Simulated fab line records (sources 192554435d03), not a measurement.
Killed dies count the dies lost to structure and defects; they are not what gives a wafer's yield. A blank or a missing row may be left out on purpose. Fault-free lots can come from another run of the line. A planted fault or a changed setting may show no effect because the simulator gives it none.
Matching of chambers || flow n5 finfet || pecvd-02 running N5_BEOL_M9_PECVD_70: 3 sister chambers
The step deposits SiO2 from TEOS/O2, target thk 20 nm, time 22.7 s. 22 wafers are shown with their chamber, then 11 later ones without.

EACH WAFER AND ITS CHAMBER
{"wafer": "L075.2", "chamber": 2, "showerhead plenum p Torr (Torr)": 8.82, "throttle valve pct (%)": 20.8, "heater power w (W)": 630}
{"wafer": "L075.5", "chamber": 1, "showerhead plenum p Torr (Torr)": 8.74, "throttle valve pct (%)": 21.8, "heater power w (W)": 706}
{"wafer": "L075.6", "chamber": 2, "showerhead plenum p Torr (Torr)": 8.84, "throttle valve pct (%)": 20.9, "heater power w (W)": 632}
{"wafer": "L074.2", "chamber": 0, "showerhead plenum p Torr (Torr)": 8.66, "throttle valve pct (%)": 22.4, "heater power w (W)": 777}
{"wafer": "L074.4", "chamber": 0, "showerhead plenum p Torr (Torr)": 8.66, "throttle valve pct (%)": 22.5, "heater power w (W)": 805}
{"wafer": "L074.6", "chamber": 2, "showerhead plenum p Torr (Torr)": 8.81, "throttle valve pct (%)": 20.6, "heater power w (W)": 602}
{"wafer": "L077.1", "chamber": 2, "showerhead plenum p Torr (Torr)": 8.82, "throttle valve pct (%)": 20.8, "heater power w (W)": 573}
{"wafer": "L077.2", "chamber": 1, "showerhead plenum p Torr (Torr)": 8.75, "throttle valve pct (%)": 22.0, "heater power w (W)": 662}
{"wafer": "L077.5", "chamber": 2, "showerhead plenum p Torr (Torr)": 8.85, "throttle valve pct (%)": 20.9, "heater power w (W)": 566}
{"wafer": "L078.1", "chamber": 0, "showerhead plenum p Torr (Torr)": 8.68, "throttle valve pct (%)": 22.5, "heater power w (W)": 778}
{"wafer": "L078.4", "chamber": 2, "showerhead plenum p Torr (Torr)": 8.82, "throttle valve pct (%)": 20.9, "heater power w (W)": 618}
{"wafer": "L078.6", "chamber": 1, "showerhead plenum p Torr (Torr)": 8.74, "throttle valve pct (%)": 22.0, "heater power w (W)": 705}
{"wafer": "L079.2", "chamber": 1, "showerhead plenum p Torr (Torr)": 8.73, "throttle valve pct (%)": 21.6, "heater power w (W)": 716}
{"wafer": "L079.4", "chamber": 0, "showerhead plenum p Torr (Torr)": 8.66, "throttle valve pct (%)": 22.2, "heater power w (W)": 652}
{"wafer": "L079.6", "chamber": 1, "showerhead plenum p Torr (Torr)": 8.75, "throttle valve pct (%)": 21.7, "heater power w (W)": 723}
{"wafer": "L082.3", "chamber": 2, "showerhead plenum p Torr (Torr)": 8.82, "throttle valve pct (%)": 20.9, "heater power w (W)": 605}
{"wafer": "L082.5", "chamber": 2, "showerhead plenum p Torr (Torr)": 8.85, "throttle valve pct (%)": 20.9, "heater power w (W)": 598}
{"wafer": "L082.6", "chamber": 0, "showerhead plenum p Torr (Torr)": 8.67, "throttle valve pct (%)": 22.7, "heater power w (W)": 749}
{"wafer": "L085.2", "chamber": 2, "showerhead plenum p Torr (Torr)": 8.83, "throttle valve pct (%)": 20.9, "heater power w (W)": 673}
{"wafer": "L085.3", "chamber": 0, "showerhead plenum p Torr (Torr)": 8.67, "throttle valve pct (%)": 22.5, "heater power w (W)": 682}
{"wafer": "L085.6", "chamber": 2, "showerhead plenum p Torr (Torr)": 8.81, "throttle valve pct (%)": 20.9, "heater power w (W)": 660}
{"wafer": "L086.2", "chamber": 0, "showerhead plenum p Torr (Torr)": 8.67, "throttle valve pct (%)": 22.5, "heater power w (W)": 770}

SIGNATURES, as means of the wafers listed above
{"reading": "showerhead plenum p Torr", "chamber 0": 8.6671, "chamber 1": 8.7420, "chamber 2": 8.8270, "scatter within a chamber": 0.0118}
{"reading": "throttle valve pct", "chamber 0": 22.471, "chamber 1": 21.820, "chamber 2": 20.850, "scatter within a chamber": 0.135}
{"reading": "heater power w", "chamber 0": 744.71, "chamber 1": 702.40, "chamber 2": 615.70, "scatter within a chamber": 41}
Rule: a wafer's distance from a chamber is the root of the sum, over the readings, of the square of ((its reading less the chamber's mean) divided by the reading's scatter). If the next closest chamber is less than 2 further off than the closest, the wafer can't be placed; otherwise it belongs to the closest. The scatter is the square root of a quotient: the sum, over the shown wafers, of each reading's squared deviation from its chamber's mean, divided by wafers minus chambers.

WAFERS WHOSE CHAMBER IS MISSING
{"wafer": "L086.3", "showerhead plenum p Torr (Torr)": 8.84, "throttle valve pct (%)": 20.7, "heater power w (W)": 549}
{"wafer": "L086.6", "showerhead plenum p Torr (Torr)": 8.68, "throttle valve pct (%)": 22.6, "heater power w (W)": 742}
{"wafer": "L090.2", "showerhead plenum p Torr (Torr)": 8.84, "throttle valve pct (%)": 20.7, "heater power w (W)": 553}
{"wafer": "L090.4", "showerhead plenum p Torr (Torr)": 8.74, "throttle valve pct (%)": 21.9, "heater power w (W)": 700}
{"wafer": "L090.6", "showerhead plenum p Torr (Torr)": 8.67, "throttle valve pct (%)": 22.7, "heater power w (W)": 760}
{"wafer": "L093.4", "showerhead plenum p Torr (Torr)": 8.74, "throttle valve pct (%)": 22.2, "heater power w (W)": 654}
{"wafer": "L093.5", "showerhead plenum p Torr (Torr)": 8.82, "throttle valve pct (%)": 21.2, "heater power w (W)": 591}
{"wafer": "L093.6", "showerhead plenum p Torr (Torr)": 8.68, "throttle valve pct (%)": 22.7, "heater power w (W)": 664}
{"wafer": "L094.1", "showerhead plenum p Torr (Torr)": 8.84, "throttle valve pct (%)": 20.8, "heater power w (W)": 579}
{"wafer": "L094.4", "showerhead plenum p Torr (Torr)": 8.67, "throttle valve pct (%)": 22.7, "heater power w (W)": 726}
{"wafer": "L094.6", "showerhead plenum p Torr (Torr)": 8.81, "throttle valve pct (%)": 20.9, "heater power w (W)": 603}

CHAMBER TAKEN BY EACH
{"wafer": "L086.3", "from the rows above": 2, "in truth": 2}
{"wafer": "L086.6", "from the rows above": 0, "in truth": 0}
{"wafer": "L090.2", "from the rows above": 2, "in truth": 2}
{"wafer": "L090.4", "from the rows above": 1, "in truth": 1}
{"wafer": "L090.6", "from the rows above": 0, "in truth": 0}
{"wafer": "L093.4", "from the rows above": 1, "in truth": 1}
{"wafer": "L093.5", "from the rows above": 2, "in truth": 2}
{"wafer": "L093.6", "from the rows above": 0, "in truth": 0}
{"wafer": "L094.1", "from the rows above": 2, "in truth": 2}
{"wafer": "L094.4", "from the rows above": 0, "in truth": 0}
{"wafer": "L094.6", "from the rows above": 2, "in truth": 2}
Correct placement for 11 of the 11. Not placeable from these rows: 0. Number placed wrongly: 0.
